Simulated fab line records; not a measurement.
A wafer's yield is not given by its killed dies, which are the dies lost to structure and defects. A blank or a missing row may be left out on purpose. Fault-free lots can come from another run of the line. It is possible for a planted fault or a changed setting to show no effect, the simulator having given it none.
Comparing a struck lot with a sound one ; flow nand_harc ; 14 out of 1302 route steps
Sound: the wafers L390.1, L390.3, L390.4. Wafers L385.1, L385.2, L385.3 were the ones struck. The cause is given at the end.
Per side, at each step with rows, come the tool, then ch with its chambers, and then its first start. Under that, the readings that differ: sound wafers ; struck wafers ; difference of the means ; sigmas: that difference in standard deviations of wafers without a fault.
alike: a reading whose means differ by less than 2 such deviations, as well as words and numbers matching on both sides. not compared: withheld readings; readings where some wafer has no value; bounds like >300 that might hide an equal value; numbers whose values overlap and for which the record gives no deviation.
A row with sigmas, a row that says differs or no value, or rows on one side alone: a step with any of these is where the two part. Numbers that don't overlap but have no deviation are shown without sigmas and don't part them. A reading missing from all wafers of one side parts the sides only when that side holds two or more wafers.

NHARC_P_GATE_DESCUM_31: chemistry O2, time 3 s.
  sound on rie_diel-02 ch 1,2,3, day 14 10:00; struck on rie_diel-10 ch 0,1,2, day 12 18:35
reading;sound;struck;difference;sigmas
rf_hours_counter_h (h);6 7 6;1 1 1;-5;
  alike: drypump_motor_current_A, oes_product_au, rf_vpp_V, showerhead_plenum_p_Torr, throttle_valve_pct
then, 1 step without rows for these wafers: NHARC_P_GATE_ETCH_104 (etches the open film in CF4/CHF3, target depth 60 nm).
NHARC_P_GATE_HM_OPEN_105: chemistry O2/COS, target depth 360 nm.
  sound: rie_diel-02 ch 0,2,3; struck: rie_diel-10 ch 0,2,3
reading;sound;struck;difference;sigmas
rf_hours_counter_h (h);6 6 7;1 1 1;-5;
  alike: drypump_motor_current_A, oes_product_au, rf_vpp_V, showerhead_plenum_p_Torr, throttle_valve_pct
then, 1 step without rows for these wafers: NHARC_P_GATE_STRIP_106 (strips in O2/COS).
NHARC_P_GATE_ETCH_114: etches the open film in CF4/O2, target depth 30 nm, overetch 3 nm, time 16.5 s.
  sound: rie_diel-02 ch 0,1,2; struck: rie_diel-10 ch 0,1,3
reading;sound;struck;difference;sigmas
rf_hours_counter_h (h);7 7 6;1 1 1;-6;
  alike: drypump_motor_current_A, oes_f_703_au, oes_product_au, rf_vpp_V, showerhead_plenum_p_Torr, throttle_valve_pct
then, 1 step without rows for these wafers: NHARC_P_GATE_ETCH_32 (etches the open film in HBr/Cl2, target depth 150 nm, time 100.1 s).
NHARC_P_GATE_STRIP_108: strips in O2.
  sound on rie_diel-10 ch 1,2,3, day 14 10:37; struck on rie_diel-02 ch 0,2,3, day 12 19:12
reading;sound;struck;difference;sigmas
rf_hours_counter_h (h);3.0 3.2 3.8;4.1 4.3 4.8;+1.1;
  alike: drypump_motor_current_A, oes_product_au, rf_vpp_V, showerhead_plenum_p_Torr, throttle_valve_pct
NHARC_P_GATE_CD_MEAS_33:
  struck on cd_sem-02, day 12 19:22; sound on cd_sem-02, day 14 10:48
  alike: cd_nm
then, 3 steps without rows for these wafers: NHARC_P_GATE_STRIP_35 (strips in SPM, time 600 s); NHARC_P_GATE_PRECLEAN_73 (cleans in SC1); NHARC_P_GATE_SRD_74.
NHARC_P_GATE_ALD_36: deposits SiNx, target thk 20 nm, pulse time 60 s, ald cycles 223.
  sound on ald_sin-02 ch 0,1,2, day 14 11:15; struck on ald_sin-02 ch 0,1,3, day 12 19:50
  alike: heater_power_w, precursor_pulse_height_rel
NHARC_P_GATE_ETCHBACK_37: etches the open film in CHF3/O2, target depth 34.5 nm, time 17.2 s.
  sound on rie_diel-10 ch 1,2,3, day 14 20:48; struck on rie_diel-02 ch 1,2,3, day 13 05:17
  no value came back on the struck wafers for any of 8 readings (bias_w (W), chamber_pressure_mTorr (mTorr) and others); on the sound wafers bias_w (W) reads 199.6 200.3 200.9
then, 1 step without rows for these wafers: NHARC_P_GATE_STRIP_101 (strips in O2, time 20 s).

== WHERE THEY PART ==
Only at NHARC_P_GATE_ETCHBACK_37, within this record.

WHY: whatever the simulator had introduced
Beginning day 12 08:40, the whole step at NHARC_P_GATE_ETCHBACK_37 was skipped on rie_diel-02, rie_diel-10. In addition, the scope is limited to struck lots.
